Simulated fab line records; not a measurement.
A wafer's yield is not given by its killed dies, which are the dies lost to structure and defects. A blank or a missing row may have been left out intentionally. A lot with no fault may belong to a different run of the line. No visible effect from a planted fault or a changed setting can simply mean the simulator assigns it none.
fab line records ; flow n5-finfet
record: lots: 4; wafers: 12; last-day: 16
route steps=1938 shown STI_FIN_REVEAL@184 DUMMY_GATE@212 BEOL_M4@1111 PASSIVATION@1936
lots that met no fault: taken from a fault-free run of the same line
start-h: hours from the record's opening day to when the first of the lot's shown wafers began ; wait-h: time in hours since the lot's previous step ; " same as the row above ; L1.1+2: a single row standing in for several wafers ; - no value, or no start given ; * or withheld: withheld ; < > ~ a bound
route shown NAME@n: names a module that has steps shown in the file, with the first one's number in the route ; usual: the fault-free wafers' mean and standard deviation ; same: alike in all rows ; chamber/n: place in a boat ; sites: each site's reading ; _std_site: the standard deviation of these ; _edge_site: outer sites' mean less inner sites' ; radius-mm: how far each site lies from the wafer's centre ; mask NAME#n: copy n ; behind: the last tool/chamber to shape the wafer ; hold: why the lot went on hold/how many hours it stayed there/how the hold came to an end ; device: the n, p or np transistor that did not switch ; end of line: the tests these same wafers got at the end of their route ; a step without rows: its recipe alone ; killed: dies that structure and defects cost at the first sort, which is not the same as the wafer's yield ; map: dies across one wafer; x = killed, . = not, _ = none there
set.NAME: setting as actually run; set.NAME@STEP: the setting as run at that earlier step ; model.NAME: the simulator's own value behind a step, which no gauge read
certain route steps with their lots: each step a table, each wafer a row
services: when a tool's chamber went out of use (start-h, in hours from the record's first day, below 0 if earlier), for how many hours, and the reason
== steps ==
step: N5_STI_FIN_REVEAL_ALD_14
recipe: material: Si3N4; target-thk-a: 30; temp-c: 400; ald-precursor-family: SiH2I2; ald-co-reactant: N2/H2-plasma; pressure-torr: 2
step: N5_STI_FIN_REVEAL_FCVD_FILL_01
recipe: material: SiO2_flowable; target-thk-a: 3120; temp-c: 100; pressure-torr: 0.8; rf-w: 2000; time-s: 512.2
step: N5_STI_FIN_REVEAL_DENSIFY_02
recipe: temp-c: 650; ambient: steam; time-s: 1800; idle-temp-c: 400; densification-p-h2o-torr: 640
step: N5_STI_FIN_REVEAL_CMP_04
recipe: stop-on: Si3N4; t-overpolish-s: 4; down-force-psi: 2; platen-rpm: 54.18; post-cmp-clean: alkaline-brush; pad-velocity-m-s: 1.078; target-thk-nm: 131.83
step: N5_STI_FIN_REVEAL_DENSIFY_30
recipe: temp-c: *; time-s: *; ambient: N2; idle-temp-c: 600; ramp-up-c-per-s: 150; ramp-down-c-per-s: 60; cool-to-c: 600
step: N5_STI_FIN_REVEAL_ETCHBACK_08
recipe: chemistry: C4F6/O2; target: SiO2; target-depth-a: 305; time-s: 10.167; ion-energy-ev: 250; pressure-mtorr: 30; source-w: 345; bias-w: 185; Ar_flow_sccm: 300; C4F6_flow_sccm: 10; O2_flow_sccm: 10
step: N5_STI_FIN_REVEAL_STRIP_24
recipe: chemistry: N2/H2; time-s: 90; power-w: 100; temp-c: 40; pressure-mtorr: 100; rf-frequency-hz: 6e+07; bias-power-w: 3; n2-flow-sccm: 300; h2-flow-sccm: 300
step: N5_STI_FIN_REVEAL_PRECLEAN_25
recipe: chemistry: SPM; time-s: 90; temp-c: 120; mix: 4:1
step: N5_STI_FIN_REVEAL_PRECLEAN_26
recipe: chemistry: SC1; time-s: 45; temp-c: 46; mix: 1:2:100
step: N5_STI_FIN_REVEAL_PRECLEAN_29
recipe: chemistry: DHF; time-s: 30; temp-c: 25; dilution: 300:1
step: N5_STI_FIN_REVEAL_SRD_12
recipe: time-s: 30; temp-c: 23; rinse-liquid: diw; dry: ipa-marangoni
step: N5_STI_FIN_REVEAL_RECESS_09
recipe: chemistry: HF/NH3; target: SiO2; afs-cycles: 11; target-depth-a: 425; temp-c: 30; sublimation-temp-c: 180; sublimation-time-s: 60
same: drypump-motor-current-A: 5.4
lot.wafer;tool;chamber;start-h;wait-h
L452.2+3+4;vapor-etch-01;0,1,0;61.44;0.0
L458.2+4+6;vapor-etch-01;0,0,1;93.96;0.0
L464.1+3+6;vapor-etch-01;0;130.97;0.0
L465.1+3+4;vapor-etch-01;0,1,0;136.23;0.0
step: N5_STI_FIN_REVEAL_STRIP_16
recipe: chemistry: H3PO4; material: SiNx; temp-c: 165; target-depth-a: 238; overetch-fraction: 0.4964; dry: ipa-marangoni
step: N5_STI_FIN_REVEAL_PRECLEAN_17
recipe: chemistry: NF3:NH3; afs-cycles: 1; temp-c: 30; time-s: 20; sublimation-temp-c: 180; sublimation-time-s: 60; pressure-torr: 3; rf-power-w: 30
step: N5_STI_FIN_REVEAL_ETCH_34
recipe: chemistry: H2; mode: isotropic; material: Si; target: Si; target-depth-a: 9.7; temp-c: 20; pressure-mtorr: 4.5; icp-w: 300; bias-w: 0; h2-flow-sccm: 7.5; he-flow-sccm: 142.5
step: N5_STI_FIN_REVEAL_OXIDATION_31
recipe: chemistry: O2_PLASMA_REMOTE; temp-c: 150; time-s: 20; pressure-mtorr: 1000; source-power-w: 2000; o2-flow-sccm: 3000
step: N5_STI_FIN_REVEAL_PRECLEAN_32
recipe: chemistry: NF3:NH3; afs-cycles: 1; temp-c: 30; time-s: 20; sublimation-temp-c: 180; sublimation-time-s: 60; pressure-torr: 3; rf-power-w: 30
step: N5_STI_FIN_REVEAL_STRIP_35
recipe: chemistry: H3PO4; material: Si3N4; temp-c: 165; target-depth-a: 40; time-s: 39
step: N5_STI_FIN_REVEAL_SRD_21
recipe: dry: ipa-marangoni; time-s: 30; temp-c: 23; rinse-liquid: diw
step: N5_STI_FIN_REVEAL_OXIDATION_33
recipe: chemistry: O2_PLASMA_REMOTE; temp-c: 150; time-s: 20; pressure-mtorr: 1000; source-power-w: 2000; o2-flow-sccm: 3000
step: N5_STI_FIN_REVEAL_CLEAN_19
recipe: chemistry: O3/DIW; temp-c: 25; time-s: 120; o3-ppm: 10
step: N5_STI_FIN_REVEAL_SRD_23
recipe: dry: ipa-marangoni; time-s: 30; temp-c: 23; rinse-liquid: diw
step: N5_STI_FIN_REVEAL_FIN_H_MEAS_10
usual: trench-depth-nm: 51.5/0.86
lot.wafer;tool;chamber;start-h;wait-h;trench-depth-nm
L452.2;ocd-02;-;64.19;0.0;51.6
L452.3;ocd-02;-;64.19;0.0;50.5
L452.4;ocd-02;-;64.19;0.0;51.0
L458.2;ocd-01;-;96.67;0.0;52.5
L458.4;ocd-01;-;96.67;0.0;52.6
L458.6;ocd-01;-;96.67;0.0;53.5
L464.1;ocd-02;-;135.28;0.0;50.3
L464.3;ocd-02;-;135.28;0.0;46.1
L464.6;ocd-02;-;135.28;0.0;51.0
L465.1;ocd-02;-;138.93;0.0;51.6
L465.3;ocd-02;-;138.93;0.0;46.7
L465.4;ocd-02;-;138.93;0.0;51.3
step: N5_STI_FIN_REVEAL_PRECLEAN_18
recipe: chemistry: SC2; time-s: 45; temp-c: 35; mix: 1:1:50
step: N5_STI_FIN_REVEAL_SRD_28
recipe: dry: ipa-marangoni; time-s: 30; temp-c: 23; rinse-liquid: diw
step: N5_DUMMY_GATE_PRECLEAN_00
recipe: chemistry: O3/DIW; time-s: 60; temp-c: 22; o3-ppm: 10
step: N5_DUMMY_GATE_SRD_01
recipe: time-s: 30; temp-c: 23; rinse-liquid: diw; dry: ipa-marangoni
step: N5_DUMMY_GATE_ALD_02
recipe: material: SiO2; target-thk-a: 20; temp-c: 300; ald-precursor-family: BDEAS; ald-co-reactant: O2-plasma; pulse-time-s: 1; pressure-torr: 2
step: N5_DUMMY_GATE_CVD_03
recipe: material: a-Si; target-thk-a: 1500; temp-c: 530; precursor: SiH4; time-s: 8042
step: N5_DUMMY_GATE_PRECLEAN_46
recipe: chemistry: DIW; time-s: 89.5; temp-c: 23
step: N5_DUMMY_GATE_SRD_47
recipe: dry-time-s: 32; dry: n2-spin; spin-rpm: 1500
step: N5_DUMMY_GATE_CMP_04
recipe: material: a-Si; post-cmp-clean: alkaline-brush
step: N5_DUMMY_GATE_HM_DEP_06
recipe: material: SiNx; target-thk-a: 800; precursor: DCS/NH3; temp-c: 700; pressure-mtorr: 300; time-s: 5141
step: N5_DUMMY_GATE_PECVD_30
recipe: material: SiO2; target-thk-a: 550; temp-c: 400; precursor: TEOS/O2; pressure-torr: 6.5; rf-w: withheld; teos-flow-sccm: withheld; gas: O2; flow-sccm: 2650; time-s: 10.8
step: N5_DUMMY_GATE_COAT_34
recipe: resist: SOC; temp-c: 250; time-s: 60; spin-rpm: 1500; resist-thk-nm: 60
step: N5_DUMMY_GATE_COAT_35
recipe: resist: SiARC; temp-c: 220; time-s: 60; spin-rpm: 1500; resist-thk-nm: 10
step: N5_DUMMY_GATE_COAT_28
recipe: resist: underlayer; temp-c: 205; time-s: 60; spin-rpm: 1500; resist-thk-nm: 10
step: N5_DUMMY_GATE_COAT_09
recipe: resist: CAR-EUV; spin-rpm: 1500; resist-thk-nm: 30
step: N5_BEOL_M4_RC_MEAS_101
usual: DIBL_N: 36.5/1.4; DIBL_P: 36.6/1.9; IOFF_N: 0.167/0.029; IOFF_N_85C: 3.2/0.46; IOFF_P: 0.21/0.033; IOFF_P_85C: 3.7/0.48; ION_N: 674/12; ION_P: 460/8.9; SS_N: 71.6/0.57; SS_P: 73.4/0.61; VT_N: 249/3.3; VT_P: -250/3.3
lot.wafer;tool;chamber;start-h;wait-h;DIBL_N[mV/V];DIBL_P[mV/V];IOFF_N[nA/um];IOFF_N_85C[nA/um];IOFF_P[nA/um];IOFF_P_85C[nA/um];ION_N[uA/um];ION_P[uA/um];SS_N[mV/dec];SS_P[mV/dec];VT_N[mV];VT_P[mV]
L452.2;prober-02;0;195.42;0.2;35.0;33.0;0.131;2.6;0.19;3.2;672;462;71.1;72.6;252;-250
L452.3;prober-02;0;195.42;0.2;36.2;33.4;0.149;3.0;0.20;3.5;666;459;71.5;72.4;252;-249
L452.4;prober-02;0;195.42;0.2;37.0;34.7;0.172;3.3;0.22;3.8;667;463;71.5;72.8;244;-248
L458.2;prober-02;0;226.41;0.2;37.5;38.8;0.177;3.4;0.20;3.5;677;454;71.9;73.4;249;-252
L458.4;prober-02;0;226.41;0.2;37.6;39.1;0.172;3.4;0.20;3.5;671;453;71.9;73.3;250;-253
L458.6;prober-02;0;226.41;0.2;37.1;38.3;0.155;3.0;0.18;3.2;677;451;72.5;73.8;252;-253
L464.1;prober-01;0;268.40;0.0;37.2;36.0;0.143;2.9;0.17;3.0;645;444;71.6;73.7;252;-257
L464.3;prober-01;0;268.40;0.0;51.6;42.3;1.076;15.8;0.44;6.7;614;416;90.2;78.7;252;-256
L464.6;prober-01;0;268.40;0.0;38.0;36.6;0.152;3.1;0.17;3.1;665;445;71.4;72.8;250;-256
L465.1;prober-02;0;269.21;0.0;38.8;39.3;0.201;3.7;0.22;3.8;677;452;72.3;73.5;248;-252
L465.3;prober-02;0;269.21;0.0;48.4;43.1;0.868;12.6;0.42;6.5;620;419;84.4;78.4;247;-252
L465.4;prober-02;0;269.21;0.0;39.2;39.4;0.201;3.7;0.22;3.8;674;452;73.1;74.1;250;-253
step: N5_PASSIVATION_PROBE_49
usual: defect-limited-yield: 91.2/1.6; killed_at_M0_to_M3: 34/11; killed_at_M4_up: 14/5.7; killed-at-contacts: 14/6.6; killed-at-front-end: 37/10; killed-at-other: 4/3.2; killed-dies: 104/19; killed-on-rim: 14/4.1; killed-open: 69/13; killed-short: 33/8.7; sort_bin_4_leakage: 0.00/0.014; sort_bin_5_function: 5.1/1; sort_bin_6_memory: 3.3/0.76; sort_bin_8_speed: 0.00/0.016; sort-n-pass: 1076/19; sort-yield-pct: 91.2/1.6
same: gross-dies: 1180; killed-at-back-side: 0
lot.wafer;tool;chamber;start-h;wait-h;defect-limited-yield[%];killed_at_M0_to_M3;killed_at_M4_up;killed-at-contacts;killed-at-front-end;killed-at-other;killed-dies;killed-on-rim;killed-open;killed-short;sort_bin_4_leakage[%];sort_bin_5_function[%];sort_bin_6_memory[%];sort_bin_8_speed[%];sort-n-pass;sort-yield-pct[%]
L458.2;prober-01;-;326.32;0.1;92.0;32;13;17;29;3;94;12;63;28;0;3.8;4.0;0;1086;92.0
L458.4;prober-01;-;326.42;0.2;88.1;36;19;14;58;14;141;13;94;45;0;6.7;5.3;0;1039;88.1
L458.6;prober-01;-;326.52;0.3;90.4;37;12;17;41;6;113;16;71;42;0;5.4;3.6;0;1067;90.4
L464.1;prober-02;-;373.93;0.0;91.4;28;15;12;46;0;101;11;66;34;0;4.7;3.6;0;1079;91.4
L464.3;prober-02;-;374.03;0.1;90.8;25;18;16;48;1;108;14;84;24;90.85;6.0;3.0;0;0;0
L464.6;prober-02;-;374.18;0.3;91.8;32;13;13;39;0;97;12;71;25;0;5.0;3.1;0;1083;91.8
L465.3;prober-02;-;379.18;0.1;92.2;40;14;5;31;2;92;20;71;21;92.12;5.0;2.5;0.08;0;0
killed by level:class
L458.2 MOL_CONTACT_COAG:geometric-particle:open=15 BEOL_M0_SAQP:geometric-particle:open=9 BEOL_M0_SAQP:geometric-particle:short=8 FIN_SAQP:geometric-particle:open=7 BEOL_M4:geometric-particle:open=7 BEOL_M1:geometric-particle:short=5 DUMMY_GATE:geometric-particle:open=5 FIN_SAQP:geometric-particle:short=4
L458.4 FIN_SAQP:geometric-particle:open=16 BEOL_M2:geometric-particle:open=14 GATE_CUT:geometric-particle:short=12 MOL_CONTACT_COAG:geometric-particle:open=12 BEOL_M0_SAQP:geometric-particle:open=8 BEOL_M0_SAQP:geometric-particle:short=8 BEOL_M4:geometric-particle:open=8 PAD_METAL:geometric-particle:open=7
L458.6 BEOL_M2:geometric-particle:open=13 MOL_CONTACT_COAG:geometric-particle:open=13 FIN_SAQP:geometric-particle:open=9 FIN_SAQP:geometric-particle:short=7 BEOL_M0_SAQP:geometric-particle:short=7 GATE_CUT:geometric-particle:short=6 BEOL_M4:geometric-particle:open=5 BEOL_M4:geometric-particle:short=5
L464.1 FIN_SAQP:geometric-particle:short=14 MOL_CONTACT_COAG:geometric-particle:open=11 FIN_SAQP:geometric-particle:open=10 BEOL_M1:geometric-particle:open=8 BEOL_M0_SAQP:geometric-particle:open=8 BEOL_M0_SAQP:geometric-particle:short=5 STI_FIN_REVEAL:geometric-particle:open=4 BEOL_M5:geometric-particle:open=4
L464.3 FIN_SAQP:geometric-particle:open=20 MOL_CONTACT_COAG:geometric-particle:open=14 BEOL_M0_SAQP:geometric-particle:open=10 FIN_SAQP:geometric-particle:short=6 BEOL_M0_SAQP:geometric-particle:short=6 STI_FIN_REVEAL:geometric-particle:open=5 BEOL_M4:geometric-particle:open=5 GATE_CUT:geometric-particle:open=4
L464.6 FIN_SAQP:geometric-particle:open=12 STI_FIN_REVEAL:geometric-particle:open=11 MOL_CONTACT_COAG:geometric-particle:open=10 BEOL_M2:geometric-particle:open=7 BEOL_M0_SAQP:geometric-particle:short=6 BEOL_M0_SAQP:geometric-particle:open=5 BEOL_M0:geometric-particle:open=5 FIN_SAQP:geometric-particle:short=4
L465.3 BEOL_M3:geometric-particle:open=13 FIN_SAQP:geometric-particle:open=9 BEOL_M1:geometric-particle:open=8 BEOL_M0_SAQP:geometric-particle:open=7 BEOL_M8:geometric-particle:open=5 DUMMY_GATE:geometric-particle:open=4 MOL_CONTACT_COAG:geometric-particle:open=4 BEOL_M0_SAQP:geometric-particle:short=4
map L464.3 (x killed, . not)
_________________...x........________________
______________.x.............x.._____________
___________x.................x.x...__________
__________.............x.......x...._________
________....x.x.......x.x....x........_______
_______.......x.......xx...............______
______....x............................._____
_____............x.......x..............x____
____.....x.x...........................x..___
___..x.............................x.......__
___......x................x.............x..__
__....x.....x.............x.x..............._
__...xx..x.........x........................_
_..................x..........x..............
_..........x........xx......x................
_..x.......................xx..x........xx...
_...x..........x.......x.............x.......
_x............x.....x........................
_..x...............................x.........
_.............x...............x..............
_.............x.x.x.......x............x.....
__..x..........x..x.....x..................._
__..........................xx..x....x......_
___.............x.....x....................__
___........................x...............__
____..x..............x...x.....x.x........___
_____.......x...x..........x.x.......x...____
______......................x....x......_____
_______.......x...x..xx......xx.x......______
________x................x..........xx_______
__________.......xx.x..............._________
___________..x......x...x.......xx.__________
______________.............x...._____________
_________________....x.......________________
map L465.1 (x killed, . not)
_________________...xx..x....________________
______________...x............x._____________
___________.xx......x..............__________
__________......x..x...x............_________
________...x...xx..xx..x.............._______
_______...........x.......x..........x.______
______..........x...x.x.....x..........._____
_____..........................xx........____
____.x.................................x.x___
___x.....x...xx..................x.........__
___......x....................x.....x......__
__.............................x............_
__.x............x.......x....x...x.xx......._
_.....x................xx....................
_...x.......................x....x.x..x.x...x
_...x........................................
_.....x.......x...........x..................
_.....................x....................xx
_.x.....................x....................
_....x.....................x.................
_...........x...............x......x...x...x.
__....x....x.....x........x...xx.x.........._
__.........x.....x...x......................_
___x......................x.............x..__
___...x......x.x...........................__
____....x.................................___
_____......................x..x.x..x.....____
______....x..........................x.._____
_______................................______
________............x...............x._______
__________.........................._________
___________........................__________
______________.....x............_____________
_________________...x..x.....________________
== services ==
tool;chamber;start-h;hours;kind
vapor-etch-01;1;128.25;3.4;repair
== key ==
first-sign: step: N5_STI_FIN_REVEAL_FIN_H_MEAS_10; reading: trench-depth-nm; direction: down; sigmas: 5.9; usual: 51.5; struck: 46.4
effect: step: N5_BEOL_M4_RC_MEAS_101; reading: IOFF_N; direction: up; sigmas: 28; usual: 0.167; struck: 0.972
effect: step: N5_BEOL_M4_RC_MEAS_101; reading: SS_N; direction: up; sigmas: 28; usual: 71.6; struck: 87.3
effect: step: N5_BEOL_M4_RC_MEAS_101; reading: IOFF_N_85C; direction: up; sigmas: 24; usual: 3.2; struck: 14.2
effect: step: N5_BEOL_M4_RC_MEAS_101; reading: DIBL_N; direction: up; sigmas: 9.3; usual: 36.5; struck: 50.0
effect: step: N5_BEOL_M4_RC_MEAS_101; reading: SS_P; direction: up; sigmas: 8.5; usual: 73.4; struck: 78.6
effect: step: N5_BEOL_M4_RC_MEAS_101; reading: IOFF_P; direction: up; sigmas: 6.5; usual: 0.21; struck: 0.43
effect: step: N5_BEOL_M4_RC_MEAS_101; reading: IOFF_P_85C; direction: up; sigmas: 6.1; usual: 3.7; struck: 6.6
effect: step: N5_BEOL_M4_RC_MEAS_101; reading: ION_P; direction: down; sigmas: 4.8; usual: 460; struck: 417
effect: step: N5_BEOL_M4_RC_MEAS_101; reading: ION_N; direction: down; sigmas: 4.8; usual: 674; struck: 617
effect: step: N5_BEOL_M4_RC_MEAS_101; reading: DIBL_P; direction: up; sigmas: 3.2; usual: 36.6; struck: 42.7
effect: step: N5_PASSIVATION_PROBE_49; reading: sort_bin_4_leakage; direction: up; sigmas: 99+; usual: 0.00; struck: 91.48
met-at N5_STI_FIN_REVEAL_RECESS_09
struck-wafers L464.3,L465.3
fault: kind: process-parameter-drift; tool: vapor-etch-01; chamber: -; onset-h: 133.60; steps: N5_STI_FIN_REVEAL_RECESS_09; channel: target-depth-a; offset: -43.773; shape: step; end-h: 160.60; scope: struck-wafers-only; acts-in: these-recipes-only; stated: 425
